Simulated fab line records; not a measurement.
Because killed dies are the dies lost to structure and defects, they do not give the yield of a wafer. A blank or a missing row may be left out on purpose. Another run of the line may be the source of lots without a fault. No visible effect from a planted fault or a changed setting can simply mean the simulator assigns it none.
Chamber matching / flow nand_harc / NHARC_A_STAIRCASE_DEP_151 on pecvd-03: 3 sister chambers
The step deposits SiO2, target thk 3800 nm. 3 wafers are shown with their chamber, then 8 later ones without.

WAFERS PAIRED WITH THEIR CHAMBERS
wafer=L085.1; chamber=2; heater_power_w (W)=859
wafer=L085.5; chamber=0; heater_power_w (W)=630
wafer=L089.3; chamber=1; heater_power_w (W)=641

WAFERS MISSING THEIR CHAMBER
wafer=L089.4; heater_power_w (W)=698
wafer=L089.5; heater_power_w (W)=613
wafer=L094.1; heater_power_w (W)=838
wafer=L094.2; heater_power_w (W)=690
wafer=L094.5; heater_power_w (W)=715
wafer=L094.3; heater_power_w (W)=633
wafer=L094.4; heater_power_w (W)=555
wafer=L094.6; heater_power_w (W)=610

EACH ONE'S CHAMBER
wafer=L089.4; from the rows above=can't be placed: 1 or 0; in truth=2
wafer=L089.5; from the rows above=can't be placed: 0 or 1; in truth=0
wafer=L094.1; from the rows above=2; in truth=2
wafer=L094.2; from the rows above=can't be placed: 1 or 0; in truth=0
wafer=L094.5; from the rows above=can't be placed: 1 or 0 or 2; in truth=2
wafer=L094.3; from the rows above=can't be placed: 0 or 1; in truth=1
wafer=L094.4; from the rows above=can't be placed: 0 or 1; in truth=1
wafer=L094.6; from the rows above=can't be placed: 0 or 1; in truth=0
Correct placement for 1 of the 8. From these rows, 7 cannot be placed; in 6 the true chamber is one of the candidates. Wrongly placed: 0.
How it was worked out, from the rows above alone: a wafer's distance from a chamber is the root of the sum, over the readings, of the square of ((its reading less the chamber's mean) divided by the reading's scatter). The wafer belongs to the nearest chamber; if the next one is less than 2 further off, it can't be placed. Each chamber's mean is taken over the wafers shown for it. The scatter: root of mean squared gap, hidden wafer to nearest shown wafer, with one shown wafer a chamber.
